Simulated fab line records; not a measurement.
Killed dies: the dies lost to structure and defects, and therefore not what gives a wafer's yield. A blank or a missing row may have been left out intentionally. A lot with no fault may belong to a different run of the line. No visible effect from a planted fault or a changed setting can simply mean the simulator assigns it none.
Struck lot and sound lot, side by side || flow n5 finfet || 43 out of 1938 route steps
Sound: wafers L165.1, L165.2, L165.5. Wafers struck: L174.3, L174.4, L174.6. The cause is given at the end.
Order at every step that has rows: each side's tool, ch and its chambers, its first start. Under that, the readings that differ: sound wafers || struck wafers || difference of the means || sigmas: that difference in standard deviations of wafers without a fault.
alike: a reading whose means differ by less than 2 such deviations, as well as words and numbers matching on both sides. not compared: withheld readings; readings where some wafer has no value; bounds like >300 that might hide an equal value; numbers whose values overlap and for which the record gives no deviation.
The two part at a step that has a row with sigmas, a row that says differs or no value, or rows on one side only. Non-overlapping numbers with no deviation appear without sigmas and do not part them. A reading missing from all wafers of one side parts the sides only when that side holds two or more wafers.

first, 8 steps without rows for these wafers: N5_WELL_APT_HMDS_01 (time 60 s); N5_WELL_APT_COAT_02 (resist thk 950 nm); N5_WELL_APT_EBR_04; N5_WELL_APT_SOFTBAKE_03 (time 60 s); N5_WELL_APT_EXPOSE_05 (exposes mask NWELL, defocus 0 nm, target cd 200 nm); N5_WELL_APT_PEB_06 (peb time 90 s); N5_WELL_APT_DEVELOP_07 (develop time 45 s); N5_WELL_APT_HARDBAKE_12 (time 120 s).
N5_WELL_APT_CD_MEAS_08 targets a cd of 200 nm.
  sound on cd sem-03 ch 0, day 3 19:41; struck on cd sem-03 ch 0, day 6 01:37
{"reading": "cd nm (nm)", "sound": "198.7 198.3 198.6", "struck": "201.9 203.1 201.6", "difference": "+3.7", "sigmas": "+2"}
N5_WELL_APT_OVL_MEAS_09:
  sound on overlay-01 ch 0, day 3 19:43; struck on overlay-01 ch 0, day 6 01:38
  alike: NWELL_OVL
N5_WELL_APT_INSPECT_10: inspects for defects (macro).
  struck on defect inspect-01, day 6 01:40; sound on defect inspect-01, day 3 19:44
  alike: raw defect count
N5_WELL_APT_DESCUM_13: chemistry O2, time 7.9 s.
  sound on rie diel-01 ch 0,1,2, day 3 19:46; struck on rie diel-01 ch 0,2, day 6 03:02
  alike: drypump motor current A, oes product au, rf vpp V, showerhead plenum p Torr, throttle valve pct
  not compared: rf hours counter h
N5_WELL_APT_IMPLANT_14:
  sound on implanter-02 ch 0, day 3 19:53; struck on implanter-02 ch 0, day 6 03:11
{"reading": "dose ions cm2", "sound": "1.4985e+13 1.4984e+13 1.4996e+13", "struck": "1.2691e+13 1.2725e+13 1.2697e+13", "difference": -2.2840e+12, "sigmas": "-99 or more"}
{"reading": "faraday current uA", "sound": "190 189 190", "struck": "163 161 154", "difference": -30, "sigmas": -8}
then, 10 steps without rows for these wafers: N5_WELL_APT_IMPLANT_15; N5_WELL_APT_STRIP_16 (strips in SPM, time 900 s); N5_WELL_APT_HMDS_18 (time 60 s); N5_WELL_APT_COAT_19 (resist thk 950 nm); N5_WELL_APT_EBR_21; N5_WELL_APT_SOFTBAKE_20 (time 60 s); N5_WELL_APT_EXPOSE_22 (exposes mask PWELL, defocus 0 nm, target cd 200 nm); N5_WELL_APT_PEB_23 (peb time 90 s); N5_WELL_APT_DEVELOP_24 (develop time 45 s); N5_WELL_APT_HARDBAKE_29 (time 120 s).
N5_WELL_APT_CD_MEAS_25 targets a cd of 200 nm.
  sound on cd sem-01 ch 0, day 3 20:49; struck on cd sem-01 ch 0, day 6 04:04
  alike: cd nm
N5_WELL_APT_OVL_MEAS_26:
  sound on overlay-02 ch 0, day 3 20:50; struck on overlay-02 ch 0, day 6 04:06
  alike: PWELL_OVL
N5_WELL_APT_INSPECT_27: inspects for defects (macro).
  struck on defect inspect-01, day 6 04:07; sound on defect inspect-01, day 3 20:52
  alike: raw defect count
N5_WELL_APT_DESCUM_30: chemistry O2, time 7.9 s.
  sound on rie diel-04 ch 1,2, day 3 21:11; struck on rie diel-04 ch 1,2,3, day 6 04:59
  alike: drypump motor current A, oes product au, rf vpp V, showerhead plenum p Torr, throttle valve pct
  not compared: rf hours counter h
then, 3 steps without rows for these wafers: N5_WELL_APT_IMPLANT_31; N5_WELL_APT_IMPLANT_32; N5_WELL_APT_STRIP_33 (strips in SPM, time 900 s).
N5_WELL_APT_RTA_34: time 10 s.
  sound on rtp anneal-01 ch 0, day 3 21:58; struck on rtp anneal-02 ch 0, day 6 05:47
  alike: lamp power pct, lamp_zone_5_pct, wafer_temp_C_max
then, 4 steps without rows for these wafers: N5_WELL_APT_OXIDE_STRIP_42 (strips SiO2 in dHF, time 45 s, target depth 12 nm); N5_WELL_APT_PRECLEAN_36 (cleans in O3/DIW, time 45 s); N5_WELL_APT_PRECLEAN_39 (cleans in dHF, time 60 s); N5_WELL_APT_SRD_37 (time 30 s).
N5_WELL_APT_EPI_41: deposits Si from SiH4/H2, target thk 50 nm, time 297.7 s.
  sound on epi rpcvd-03 ch 0, day 3 22:13; struck on epi rpcvd-03 ch 0, day 6 06:11
  alike: throttle valve pct
N5_WELL_APT_INSPECT_38: inspects for defects (darkfield).
  struck on defect inspect-01, day 6 06:37; sound on defect inspect-02, day 3 23:19
  alike: raw defect count
N5_PMOS_HMC_CHANNEL_EPI_HM_DEP_34: deposits SiO2 from TEOS/O2, target thk 36 nm, time 6.9 s.
  sound on pecvd-04 ch 1,2, day 3 23:21; struck on pecvd-04 ch 0,1, day 6 06:40
  alike: heater power w, showerhead plenum p Torr, throttle valve pct
then, 4 steps without rows for these wafers: N5_PMOS_HMC_CHANNEL_EPI_COAT_31 (time 60 s, resist thk 66 nm); N5_PMOS_HMC_CHANNEL_EPI_COAT_03 (resist thk 205 nm); N5_PMOS_HMC_CHANNEL_EPI_EBR_05; N5_PMOS_HMC_CHANNEL_EPI_SOFTBAKE_04 (time 60 s).
-- the record jumps here: 8 days lie between the struck wafers' starts before and after (it left off in module PMOS_HMC_CHANNEL_EPI and takes up again in module BEOL_M4, whose first step shown is number 1111 of the route) --
N5_BEOL_M4_RC_MEAS_101:
  sound on prober-01 ch 0, day 10 11:26; struck on prober-01 ch 0, day 14 00:52
{"reading": "RS_NWELL (ohm/sq)", "sound": "1039 1050 1041", "struck": "1137 1131 1126", "difference": "+88", "sigmas": "+15"}
  alike: DIBL_N, DIBL_P, IOFF_N, IOFF_P, ION_N, ION_P, SS_N, SS_P, VT_N, VT_P

WHERE THEY PART
First at N5_WELL_APT_CD_MEAS_08; last, within this record, at N5_BEOL_M4_RC_MEAS_101.

WHY: the cause the simulator had injected
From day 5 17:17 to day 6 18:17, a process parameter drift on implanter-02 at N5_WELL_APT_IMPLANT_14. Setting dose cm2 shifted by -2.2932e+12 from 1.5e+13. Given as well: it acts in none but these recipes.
